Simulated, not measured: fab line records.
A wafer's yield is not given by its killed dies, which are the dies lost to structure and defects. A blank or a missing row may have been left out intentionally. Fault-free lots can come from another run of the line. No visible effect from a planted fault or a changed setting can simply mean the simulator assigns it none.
What tool caused it? | flow nand-harc | 24 lots with 72 wafers sampled at 5 steps, on a route of 1302 steps

## WHAT EACH GAUGE READ, for each wafer
NHARC_P_CONTACT_INSPECT_27. Usual: raw-defect-count at 241, with a standard deviation of 93.
lot  | measured     | on                | raw-defect-count | flag
L074 | day 6 04:55  | defect-inspect-02 | 340 314 206      |
L076 | day 6 16:34  | defect-inspect-02 | 271 353 246      |
L075 | day 6 17:02  | defect-inspect-01 | 174 115 151      |
L077 | day 7 06:58  | defect-inspect-02 | 159 358 244      |
L078 | day 7 21:02  | defect-inspect-01 | 276 365 221      |
L079 | day 8 01:50  | defect-inspect-01 | 276 184 299      |
L081 | day 8 17:50  | defect-inspect-01 | 140 174 122      |
L080 | day 8 18:36  | defect-inspect-02 | 122 129 100      |
L082 | day 9 15:42  | defect-inspect-02 | 333 497 488      |
L083 | day 9 17:08  | defect-inspect-02 | 241 134 123      |
L084 | day 10 08:26 | defect-inspect-01 | 196 276 331      |
L085 | day 10 12:27 | defect-inspect-01 | 183 211 232      |
L086 | day 10 22:58 | defect-inspect-02 | 275 291 151      |
L088 | day 12 05:37 | defect-inspect-02 | 216 119 221      |
L087 | day 12 06:13 | defect-inspect-01 | 270 208 102      |
L089 | day 12 15:03 | defect-inspect-01 | 184 427 311      |
L090 | day 12 20:22 | defect-inspect-02 | 315 291 191      |
L091 | day 13 08:58 | defect-inspect-02 | 215 254 171      |
L092 | day 13 13:55 | defect-inspect-01 | 290 342 195      |
L093 | day 13 23:41 | defect-inspect-02 | 225 289 471      |
L094 | day 14 11:58 | defect-inspect-01 | 289 216 264      |
L095 | day 14 22:14 | defect-inspect-02 | 212 251 503      |
L096 | day 15 07:26 | defect-inspect-01 | 195 224 221      |
L097 | day 15 14:01 | defect-inspect-01 | 191 293 141      |

NHARC_P_M1_INSPECT_27. Usual: raw-defect-count at 280, with a standard deviation of 91.
lot  | measured     | on                | raw-defect-count | flag
L074 | day 6 12:29  | defect-inspect-01 | 312 179 205      |
L076 | day 7 00:14  | defect-inspect-01 | 252 241 227      |
L075 | day 7 01:00  | defect-inspect-01 | 277 293 248      |
L077 | day 7 14:35  | defect-inspect-02 | 351 380 396      |
L078 | day 8 04:40  | defect-inspect-01 | 186 217 234      |
L079 | day 8 09:35  | defect-inspect-01 | 183 357 228      |
L081 | day 9 01:31  | defect-inspect-02 | 208 572 346      |
L080 | day 9 02:24  | defect-inspect-01 | 273 324 392      |
L082 | day 9 23:11  | defect-inspect-01 | 318 254 293      |
L083 | day 10 00:45 | defect-inspect-01 | 219 378 261      |
L084 | day 10 16:05 | defect-inspect-01 | 274 201 179      |
L085 | day 10 20:02 | defect-inspect-02 | 247 319 266      |
L086 | day 11 06:46 | defect-inspect-01 | 304 638 441      |
L088 | day 12 13:39 | defect-inspect-01 | 108 296 147      |
L087 | day 12 14:46 | defect-inspect-02 | 280 255 396      |
L089 | day 12 22:49 | defect-inspect-01 | 285 278 315      |
L090 | day 13 04:10 | defect-inspect-02 | 347 237 317      |
L091 | day 13 16:34 | defect-inspect-01 | 273 249 343      |
L092 | day 13 21:38 | defect-inspect-01 | 303 196 212      |
L093 | day 14 07:26 | defect-inspect-01 | 184 342 140      |
L094 | day 14 19:41 | defect-inspect-01 | 204 119 302      |
L095 | day 15 06:08 | defect-inspect-02 | 183 350 277      |
L096 | day 15 15:21 | defect-inspect-01 | 159 224 214      |
L097 | day 15 21:58 | defect-inspect-02 | 173 231 158      |

NHARC_P_M2_INSPECT_11. Usual: raw-defect-count at 4.7, with a standard deviation of 2.9.
lot  | measured     | on                | raw-defect-count | flag
L074 | day 6 13:51  | defect-inspect-02 | 13 13 12         |
L076 | day 7 01:38  | defect-inspect-01 | 6 2 8            |
L075 | day 7 02:23  | defect-inspect-01 | 5 3 2            |
L077 | day 7 16:08  | defect-inspect-02 | 7 2 3            |
L078 | day 8 06:12  | defect-inspect-02 | 4 4 6            |
L079 | day 8 11:05  | defect-inspect-02 | 4 2 4            |
L081 | day 9 03:04  | defect-inspect-01 | 3 2 1            |
L080 | day 9 03:54  | defect-inspect-02 | 7 7 6            |
L082 | day 10 00:34 | defect-inspect-02 | 4 3 0            |
L083 | day 10 02:16 | defect-inspect-02 | 10 10 7          |
L084 | day 10 17:29 | defect-inspect-02 | 3 3 3            |
L085 | day 10 21:24 | defect-inspect-01 | 7 4 3            |
L086 | day 11 08:17 | defect-inspect-01 | 3 5 2            |
L088 | day 12 15:24 | defect-inspect-01 | 4 2 3            |
L087 | day 12 16:08 | defect-inspect-02 | 3 1 3            |
L089 | day 13 00:20 | defect-inspect-01 | 4 3 2            |
L090 | day 13 05:32 | defect-inspect-01 | 2 6 5            |
L091 | day 13 18:05 | defect-inspect-02 | 5 2 6            |
L092 | day 13 23:01 | defect-inspect-02 | 8 7 9            |
L093 | day 14 09:04 | defect-inspect-01 | 2 2 2            |
L094 | day 14 21:12 | defect-inspect-02 | 9 6 9            |
L095 | day 15 07:40 | defect-inspect-01 | 3 4 3            |
L096 | day 15 16:44 | defect-inspect-02 | 5 2 2            |
L097 | day 15 23:29 | defect-inspect-02 | 7 5 6            |

## TOOL THAT RAN EACH LOT (tool first, then ch and the chambers of the sampled wafers, then the start)
lot  | NHARC_P_M0_PVD_20                       | NHARC_P_M0_ANNEAL_30
L074 | pvd-sputter-02, day 6 07:35 or earlier  | rtp-anneal-02 ch 0, day 6 07:35
L076 | pvd-sputter-03, day 6 19:26 or earlier  | rtp-anneal-02 ch 0, day 6 19:26
L075 | pvd-sputter-01, day 6 20:06 or earlier  | rtp-anneal-01 ch 0, day 6 20:06
L077 | pvd-sputter-02, day 7 09:37 or earlier  | rtp-anneal-01 ch 0, day 7 09:37
L078 | pvd-sputter-03, day 7 23:44 or earlier  | rtp-anneal-02 ch 0, day 7 23:44
L079 | pvd-sputter-02, day 8 04:38 or earlier  | rtp-anneal-01 ch 0, day 8 04:38
L081 | pvd-sputter-01, day 8 20:34 or earlier  | rtp-anneal-02 ch 0, day 8 20:34
L080 | pvd-sputter-01, day 8 21:20 or earlier  | rtp-anneal-02 ch 0, day 8 21:20
L082 | pvd-sputter-03, day 9 18:23 or earlier  | rtp-anneal-01 ch 0, day 9 18:23
L083 | pvd-sputter-01, day 9 19:49 or earlier  | rtp-anneal-01 ch 0, day 9 19:49
L084 | pvd-sputter-03, day 10 11:07 or earlier | rtp-anneal-01 ch 0, day 10 11:07
L085 | pvd-sputter-03, day 10 15:04 or earlier | rtp-anneal-02 ch 0, day 10 15:04
L086 | pvd-sputter-03, day 11 01:52 or earlier | rtp-anneal-02 ch 0, day 11 01:52
L088 | pvd-sputter-02, day 12 08:22 or earlier | rtp-anneal-01 ch 0, day 12 08:22
L087 | pvd-sputter-03, day 12 09:40 or earlier | rtp-anneal-02 ch 0, day 12 09:40
L089 | pvd-sputter-01, day 12 17:50 or earlier | rtp-anneal-01 ch 0, day 12 17:50
L090 | pvd-sputter-01, day 12 23:07 or earlier | rtp-anneal-01 ch 0, day 12 23:07
L091 | pvd-sputter-01, day 13 11:45 or earlier | rtp-anneal-01 ch 0, day 13 11:45
L092 | pvd-sputter-03, day 13 16:40 or earlier | rtp-anneal-02 ch 0, day 13 16:40
L093 | pvd-sputter-02, day 14 02:32 or earlier | rtp-anneal-01 ch 0, day 14 02:32
L094 | pvd-sputter-02, day 14 14:48 or earlier | rtp-anneal-02 ch 0, day 14 14:48
L095 | pvd-sputter-01, day 15 00:58 or earlier | rtp-anneal-01 ch 0, day 15 00:58
L096 | pvd-sputter-03, day 15 10:14 or earlier | rtp-anneal-01 ch 0, day 15 10:14
L097 | pvd-sputter-02, day 15 17:06 or earlier | rtp-anneal-01 ch 0, day 15 17:06
- NHARC_P_M0_PVD_20: deposits TaN, target thk 5 nm, time 8.06 s.
- NHARC_P_M0_ANNEAL_30: time 90 s.

## AS READ BY THE TOOLS THEMSELVES (means over the sampled wafers that have a number; for cases with no such wafer, the mark the record gives instead)
NHARC_P_M0_PVD_20. Usual: bias-v 168.6 V, standard deviation 1.7; throttle-valve-pct 29.6 %, standard deviation 1.3.
lot  | tool           | bias-v (V) | throttle-valve-pct (%) | flag
L074 | pvd-sputter-02 | 168.1      | 29.6                   |
L076 | pvd-sputter-03 | 170.1      | 30.2                   |
L075 | pvd-sputter-01 | 169.6      | 28.3                   |
L077 | pvd-sputter-02 | 168.4      | 30.5                   |
L078 | pvd-sputter-03 | 169.0      | 30.3                   |
L079 | pvd-sputter-02 | 168.2      | 29.9                   |
L081 | pvd-sputter-01 | 168.4      | 28.9                   |
L080 | pvd-sputter-01 | 168.9      | 28.9                   |
L082 | pvd-sputter-03 | 169.2      | 30.3                   |
L083 | pvd-sputter-01 | 167.4      | 29.0                   |
L084 | pvd-sputter-03 | 169.2      | 29.8                   |
L085 | pvd-sputter-03 | 168.7      | 30.1                   |
L086 | pvd-sputter-03 | 167.8      | 30.1                   |
L088 | pvd-sputter-02 | 168.6      | 30.6                   |
L087 | pvd-sputter-03 | 168.6      | 29.8                   |
L089 | pvd-sputter-01 | 169.7      | 30.3                   |
L090 | pvd-sputter-01 | 169.2      | 29.3                   |
L091 | pvd-sputter-01 | 168.3      | 28.4                   |
L092 | pvd-sputter-03 | 169.0      | 28.9                   |
L093 | pvd-sputter-02 | 170.3      | 29.2                   |
L094 | pvd-sputter-02 | 166.9      | 30.0                   |
L095 | pvd-sputter-01 | 167.5      | 28.2                   |
L096 | pvd-sputter-03 | 168.9      | 29.9                   |
L097 | pvd-sputter-02 | 168.1      | 29.5                   |

NHARC_P_M0_ANNEAL_30. Usual: anneal-temp-c-max 226.09, standard deviation 0.25; wafer_temp_C_max 226.9, standard deviation 0.38.
lot  | tool          | anneal-temp-c-max | wafer_temp_C_max | flag
L074 | rtp-anneal-02 | 226.36            | 226.9            |
L076 | rtp-anneal-02 | 226.19            | 226.9            |
L075 | rtp-anneal-01 | 226.12            | 226.9            |
L077 | rtp-anneal-01 | 226.59            | 226.5            |
L078 | rtp-anneal-02 | 226.15            | 226.6            |
L079 | rtp-anneal-01 | 226.14            | 227.2            |
L081 | rtp-anneal-02 | 225.90            | 226.6            |
L080 | rtp-anneal-02 | 226.10            | 227.0            |
L082 | rtp-anneal-01 | 226.05            | 226.9            |
L083 | rtp-anneal-01 | 226.16            | 226.8            |
L084 | rtp-anneal-01 | 225.87            | 227.1            |
L085 | rtp-anneal-02 | 225.98            | 227.0            |
L086 | rtp-anneal-02 | 226.00            | 226.9            |
L088 | rtp-anneal-01 | 225.88            | 227.4            |
L087 | rtp-anneal-02 | 225.78            | 227.1            |
L089 | rtp-anneal-01 | 226.01            | 227.2            |
L090 | rtp-anneal-01 | 226.15            | 226.9            |
L091 | rtp-anneal-01 | 226.10            | 226.6            |
L092 | rtp-anneal-02 | 226.39            | 226.9            |
L093 | rtp-anneal-01 | 225.85            | 227.0            |
L094 | rtp-anneal-02 | 226.03            | 227.4            |
L095 | rtp-anneal-01 | 226.16            | 226.9            |
L096 | rtp-anneal-01 | 226.02            | 226.7            |
L097 | rtp-anneal-01 | 226.40            | 226.9            |

## THE ANSWER, worked out from the rows above alone
Rule: a lot is off if the mean of its wafers that have a number lies more than 3 standard deviations from the usual mean. Also off: a lot with no number at a reading for which 4 or more lots have one. Where the step has rows for the other lots, those lots are counted as sound. First the gauges in route order, then the tools' own readings, where a lot's mean is used as printed above. The first step at which some lot is off is used, and at that step the reading that is off furthest; a lot without a number counts as furthest.
No lot is off at any reading shown: from this, nothing can be told.

## WHAT THE SIMULATOR PUT IN
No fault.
